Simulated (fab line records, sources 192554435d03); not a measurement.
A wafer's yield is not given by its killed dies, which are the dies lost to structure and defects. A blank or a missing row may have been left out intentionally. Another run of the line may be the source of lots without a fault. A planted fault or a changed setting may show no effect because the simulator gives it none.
fab line records	flow n5-finfet
[record] lots = 12	wafers = 34	last-day = 17
route steps=1938 shown BEOL_M9@1455 BEOL_M10@1471 PASSIVATION@1936
lots with no fault: from the same line, run without faults
start-h: start of the lot's first displayed wafer, in hours after the record's first day	wait-h: how many hours have passed since the lot's step before this one	" repeats the value in the row above	L1.1+2: a row that stands for several wafers	- either no value or no given start	* or withheld: withheld	< > ~ a bound
route shown NAME@n: a module of which the file shows steps, and the number in the route of the first	usual: mean/standard deviation taken from wafers without a fault	same: alike in all rows	chamber/n: place in a boat	sites: the reading at each site	_std_site: their standard deviation	_edge_site: outer sites' mean less inner sites'	radius-mm: how far each site lies from the wafer's centre	mask NAME#n: copy n	behind: the tool/chamber that last shaped the wafer	hold: cause of the lot's hold/its duration in hours/its outcome	device: whichever transistor did not switch (one of n, p or np)	end of line: the same wafers' tests at the end of the route	a step without rows: its recipe alone	killed: dies lost to structure and defects at the first sort, not the wafer's yield	map: a wafer's dies, marking killed ones x, the rest . and places with no die _
set.NAME: the setting the step ran with; set.NAME@STEP: the setting that earlier step ran with	model.NAME: the simulator's own value behind a step, which no gauge read
one table for each step of the route and one row for each wafer, over a sample of lots
services: from which hour (start-h, from the record's first day; less than 0 if before it) a tool's chamber was out of use, for how many hours, and why
[[steps]]
[step N5_BEOL_M9_CURE_72]
[recipe] temp-c = 370	time-s = 120	ambient = DMADMS/He	material = SiCOH_lowk
[usual] lamp-power-pct = 52.31/0.056	wafer_temp_C_max = 371.6/0.54
lot.wafer	tool	chamber	start-h	wait-h	lamp-power-pct	wafer_temp_C_max
L544.1	uv-cure-02	1	207.18	0.0	52.30	371.7
L544.4	"	1	"	"	52.24	371.6
L544.6	"	1	"	"	52.37	371.7
L545.1	uv-cure-02	1	209.88	0.1	52.37	371.9
L545.2	"	1	"	"	52.34	371.7
L545.4	"	1	"	"	52.37	371.8
L552.1	uv-cure-02	0	265.91	1.3	52.28	371.1
L552.4	"	0	"	"	52.38	370.9
L552.6	"	0	"	"	52.28	371.0
L555.2	uv-cure-02	1	272.82	0.1	52.24	371.7
L555.4	"	1	"	"	52.26	371.4
L555.6	"	1	"	"	52.24	371.8
L557.1	uv-cure-01	2	292.99	0.0	52.33	371.5
L557.4	"	2	"	"	52.33	371.5
L557.6	"	2	"	"	52.28	371.6
L559.2	uv-cure-02	0	306.87	0.1	52.40	371.0
L559.4	"	0	"	"	52.38	371.2
L559.6	"	0	"	"	52.34	371.0
L558.2	uv-cure-02	2	308.10	0.1	52.19	372.5
L558.3	"	2	"	"	52.27	372.3
L558.4	"	2	"	"	52.40	373.2
L561.3	uv-cure-01	2	316.91	0.1	52.38	370.9
L561.4	"	2	"	"	52.37	370.7
L561.5	"	2	"	"	52.29	370.9
L565.5	uv-cure-01	0	332.92	0.4	52.33	373.1
L565.6	"	0	"	"	52.24	372.2
L564.1	uv-cure-03	2	332.95	0.1	52.30	370.9
L564.3	"	2	"	"	52.30	371.1
L564.5	"	2	"	"	52.33	371.5
L563.1	uv-cure-03	2	333.27	0.0	52.32	371.4
L563.4	"	2	"	"	52.32	371.4
L566.1	uv-cure-01	2	340.29	0.0	52.42	371.3
L566.4	"	2	"	"	52.30	371.1
L566.6	"	2	"	"	52.27	371.4
[step N5_BEOL_M9_CMP_52]
[recipe] stop-on = SiCOH_lowk	t-overpolish-s = 7	down-force-psi = 1	platen-rpm = 50	clearing-platen-down-force-psi = 1.5	clearing-platen-rpm = 50	post-cmp-clean = cu-alkaline	target-thk-nm = 140	clearing-platen-pad-velocity-m-s = 0.99484	pad-velocity-m-s = 0.99484
[usual] barrier-field-endpoint-s = 28.8/0.88	clearing-platen-rpm = 50.001/0.026	motor-current-A = 5.9/0.59	overpolish-run-s = 7.001/0.0091	time-to-endpoint-s = 66/3.9
lot.wafer	tool	chamber	start-h	wait-h	barrier-field-endpoint-s	clearing-platen-rpm	motor-current-A	overpolish-run-s	time-to-endpoint-s
L544.1	cmp-04	1	208.90	0.3	28.6	50.030	6.1	7.000	66
L544.4	"	2	"	"	28.6	50.043	5.9	7.004	60
L544.6	"	0	"	"	28.7	50.000	5.3	7.007	65
L545.1	cmp-04	0	212.16	0.3	28.6	49.986	4.7	7.002	66
L545.2	"	1	"	"	28.7	50.004	6.1	7.001	68
L545.4	"	2	"	"	28.1	49.974	5.9	7.001	63
L552.4	cmp-03	0	269.98	0.2	27.5	50.008	5.1	6.999	61
L552.1	"	2	"	"	29.1	50.011	5.3	7.024	68
L552.6	"	0	"	"	27.6	50.009	5.0	6.993	61
L555.4	cmp-02	0	276.10	0.1	28.6	50.030	6.0	7.005	63
L555.2	"	3	"	"	27.4	49.979	5.9	7.005	62
L555.6	"	0	"	"	28.8	49.982	6.1	7.022	62
L557.4	cmp-02	0	294.51	0.1	27.2	50.013	6.3	7.020	56
L557.1	"	2	"	"	29.0	50.045	6.3	7.002	66
L557.6	"	1	"	"	29.7	49.989	5.6	7.004	67
L559.4	cmp-03	2	309.20	0.1	28.9	49.991	5.2	7.004	65
L559.2	"	3	"	"	29.4	50.034	6.6	6.995	69
L559.6	"	2	"	"	30.0	49.996	5.2	6.997	69
L558.3	cmp-02	3	310.56	0.2	27.8	50.050	5.8	6.987	60
L558.4	"	0	"	"	28.2	50.015	6.6	7.005	61
L558.2	"	2	"	"	29.7	49.993	6.5	6.972	69
L561.3	cmp-03	1	318.86	0.2	29.0	50.027	6.4	7.008	66
L561.4	"	2	"	"	30.8	49.971	5.3	6.991	69
L561.5	"	1	"	"	30.7	49.986	6.2	6.998	67
L565.5	cmp-03	1	335.68	0.4	28.1	50.013	6.4	6.996	65
L565.6	"	2	"	"	28.9	50.026	5.3	6.996	69
L564.1	cmp-04	2	335.76	0.3	28.0	49.986	6.0	6.992	64
L564.3	"	3	"	"	27.8	49.979	6.8	7.001	63
L564.5	"	0	"	"	29.1	50.035	5.1	7.003	68
L563.1	cmp-03	2	336.62	0.3	29.3	49.963	5.2	7.002	68
L563.4	"	0	"	"	29.7	49.977	5.4	7.015	63
L566.1	cmp-03	3	342.11	0.3	30.3	50.001	6.9	7.002	71
L566.4	"	0	"	"	29.8	49.986	5.3	6.996	65
L566.6	"	3	"	"	30.0	49.974	6.4	7.009	69
[step N5_BEOL_M10_CURE_71]
[recipe] temp-c = 385	time-s = 240	ambient = He/Ar	material = SiCOH_lowk
[usual] lamp-power-pct = 52.32/0.057	wafer_temp_C_max = 386.7/0.54
lot.wafer	tool	chamber	start-h	wait-h	lamp-power-pct	wafer_temp_C_max
L544.1	uv-cure-02	1	209.40	0.0	52.34	386.9
L544.4	"	1	"	"	52.21	386.4
L544.6	"	1	"	"	52.30	387.6
L545.1	uv-cure-01	0	212.82	0.2	52.32	387.2
L545.2	"	0	"	"	52.31	387.2
L545.4	"	0	"	"	52.37	387.1
L552.1	uv-cure-03	0	270.51	0.0	52.37	386.7
L552.4	"	0	"	"	52.32	386.8
L552.6	"	0	"	"	52.25	386.6
L555.2	uv-cure-02	2	276.77	0.1	52.37	387.0
L555.4	"	2	"	"	52.26	387.7
L555.6	"	2	"	"	52.23	386.9
L557.1	uv-cure-02	1	295.08	0.0	52.40	386.1
L557.4	"	1	"	"	52.32	386.6
L557.6	"	1	"	"	52.43	386.5
L559.2	uv-cure-02	2	309.85	0.1	52.32	387.7
L559.4	"	2	"	"	52.27	386.9
L559.6	"	2	"	"	52.28	386.7
L558.2	uv-cure-01	1	311.21	0.1	52.24	386.4
L558.3	"	1	"	"	52.35	386.6
L558.4	"	1	"	"	52.42	385.9
L561.3	uv-cure-01	0	319.55	0.2	52.32	388.0
L561.4	"	0	"	"	52.34	388.4
L561.5	"	0	"	"	52.39	387.0
L564.1	uv-cure-02	2	336.28	0.1	52.30	386.8
L564.3	"	2	"	"	52.34	386.0
L564.5	"	2	"	"	52.23	386.8
L565.5	uv-cure-01	2	336.77	0.7	52.23	386.7
L565.6	"	2	"	"	52.32	386.1
L563.1	uv-cure-02	1	337.18	0.1	52.27	386.7
L563.4	"	1	"	"	52.30	386.4
L566.1	uv-cure-01	1	342.68	0.0	52.30	386.2
L566.4	"	1	"	"	52.31	387.1
L566.6	"	1	"	"	52.29	386.5
[step N5_BEOL_M10_COAT_59]
[recipe] resist = SOC	temp-c = 250	time-s = 60	spin-rpm = 1500	resist-thk-nm = 100
[usual] spin-speed-rpm = 1499.9/0.92
lot.wafer	tool	chamber	start-h	wait-h	spin-speed-rpm
L544.1	litho-track-04	0	210.92	0.1	1499.9
L544.4	"	0	"	"	1500.8
L544.6	"	0	"	"	1499.7
L545.1	litho-track-04	0	215.34	0.1	1500.8
L545.2	"	0	"	"	1499.7
L545.4	"	0	"	"	1500.0
L552.1	litho-track-04	0	272.05	0.1	1459.5
L552.4	"	0	"	"	1461.3
L552.6	"	0	"	"	1460.5
L555.2	litho-track-04	0	281.43	0.1	1460.9
L555.4	"	0	"	"	1461.0
L555.6	"	0	"	"	1460.4
L557.1	litho-track-02	0	296.47	0.1	1499.2
L557.4	"	0	"	"	1500.4
L557.6	"	0	"	"	1499.5
L559.2	litho-track-02	0	311.93	0.1	1498.8
L559.4	"	0	"	"	1500.4
L559.6	"	0	"	"	1500.8
L558.2	litho-track-02	0	312.25	0.1	1501.0
L558.3	"	0	"	"	1500.6
L558.4	"	0	"	"	1498.5
L561.3	litho-track-02	0	321.03	0.1	1498.4
L561.4	"	0	"	"	1499.0
L561.5	"	0	"	"	1500.9
L564.1	litho-track-03	0	338.43	0.1	1500.7
L564.3	"	0	"	"	1500.7
L564.5	"	0	"	"	1501.5
L565.5	litho-track-04	0	338.53	0.0	1499.0
L565.6	"	0	"	"	1498.5
L563.1	litho-track-02	0	338.83	0.1	1501.0
L563.4	"	0	"	"	1498.5
L566.1	litho-track-04	0	344.79	0.1	1500.8
L566.4	"	0	"	"	1500.5
L566.6	"	0	"	"	1500.7
[step N5_PASSIVATION_PROBE_49]
[usual] defect-limited-yield = 91.1/1.4	killed_at_M0_to_M3 = 32/9.4	killed_at_M4_up = 14/5.1	killed-at-contacts = 11/5.5	killed-at-front-end = 44/13	killed-at-other = 4/3.2	killed-dies = 104/16	killed-open = 70/12	killed-short = 33/7.8	sort_bin_4_leakage = 0.01/0.057	sort_bin_5_function = 5.1/0.91	sort_bin_6_memory = 3.4/0.63	sort-n-pass = 1075/16	sort-yield-pct = 91.2/1.4
[same] gross-dies = 1180	killed-at-back-side = 0	sort_bin_8_speed[%] = 0
lot.wafer	tool	chamber	start-h	wait-h	defect-limited-yield[%]	killed_at_M0_to_M3	killed_at_M4_up	killed-at-contacts	killed-at-front-end	killed-at-other	killed-dies	killed-open	killed-short	sort_bin_4_leakage[%]	sort_bin_5_function[%]	sort_bin_6_memory[%]	sort-n-pass	sort-yield-pct[%]
L561.3	prober-01	-	373.69	0.1	91.2	32	14	19	36	3	104	72	32	0	5.8	2.5	1076	91.2
L561.5	prober-01	-	373.79	0.2	92.5	29	14	13	31	1	88	66	21	0	4.2	3.1	1092	92.5
L563.1	prober-01	-	396.30	0.0	90.9	29	17	8	41	12	107	77	30	0	5.1	3.8	1073	90.9
L563.4	prober-01	-	396.45	0.2	90.3	13	21	4	71	6	115	73	42	0	5.3	4.2	1065	90.3
// killed by level:class
L561.3 MOL_CONTACT_COAG:geometric-particle:open=15 DUMMY_GATE:geometric-particle:open=12 BEOL_M0_SAQP:geometric-particle:short=11 FIN_SAQP:geometric-particle:open=7 BEOL_M0_SAQP:geometric-particle:open=7 FIN_SAQP:geometric-particle:short=5 MOL_CONTACT_COAG:geometric-particle:short=4 BEOL_M0:geometric-particle:open=4
L561.5 STI_FIN_REVEAL:geometric-particle:open=11 MOL_CONTACT_COAG:geometric-particle:open=10 BEOL_M1:geometric-particle:open=10 BEOL_M4:geometric-particle:open=6 BEOL_M0_SAQP:geometric-particle:short=5 BEOL_M0:geometric-particle:open=5 FIN_SAQP:geometric-particle:open=4 DUMMY_GATE:geometric-particle:open=4
L563.1 BEOL_M3:geometric-particle:open=13 FIN_SAQP:geometric-particle:short=11 STI_FIN_REVEAL:geometric-particle:open=9 FIN_SAQP:geometric-particle:open=8 BEOL_M4:geometric-particle:open=8 MOL_CONTACT_COAG:geometric-particle:open=6 BEOL_M1:geometric-particle:open=5 STARTING-WAFER:geometric-particle:open=5
L563.4 FIN_SAQP:geometric-particle:open=18 STI_FIN_REVEAL:geometric-particle:open=15 FIN_SAQP:geometric-particle:short=13 BEOL_M4:geometric-particle:open=11 GATE_CUT:geometric-particle:short=6 GATE_CUT:geometric-particle:open=6 BEOL_M0_SAQP:geometric-particle:open=5 DUMMY_GATE:geometric-particle:open=4
[[services]]
tool	chamber	start-h	hours	kind
cmp-03	-	191.08	4.0	repair
uv-cure-02	-	204.51	0.6	repair
uv-cure-01	-	240.10	2.1	pm
uv-cure-01	-	243.35	14.6	pm
cmp-02	-	250.15	4.0	pm
cmp-03	-	253.60	5.8	pm
cmp-02	-	254.15	-	consumable-replace:conditioner
cmp-02	-	254.15	-	consumable-replace:pad
uv-cure-03	-	254.64	7.5	pm
cmp-02	-	257.09	1.6	repair
uv-cure-03	-	262.19	7.5	pm
cmp-04	-	280.34	6.0	pm
cmp-03	-	322.79	6.9	repair
cmp-02	-	332.07	0.2	repair
cmp-02	-	335.11	3.7	pm
[[key]]
[first-sign] step = N5_BEOL_M10_COAT_59	reading = spin-speed-rpm	direction = down	sigmas = 43	usual = *	struck = *
effect none on later readings
met-at N5_BEOL_M10_COAT_59
struck-lots L552,L555
not-acting-at N5_BEOL_M9_CURE_72,N5_BEOL_M9_CMP_52,N5_BEOL_M10_CURE_71
onset-between 215.34 272.05
[fault] kind = process-parameter-drift	tool = litho-track-04	chamber = -	onset-h = 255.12	steps = N5_BEOL_M10_COAT_59	channel = spin-rpm	offset = *	shape = step	end-h = 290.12	acts-in = *	stated = *
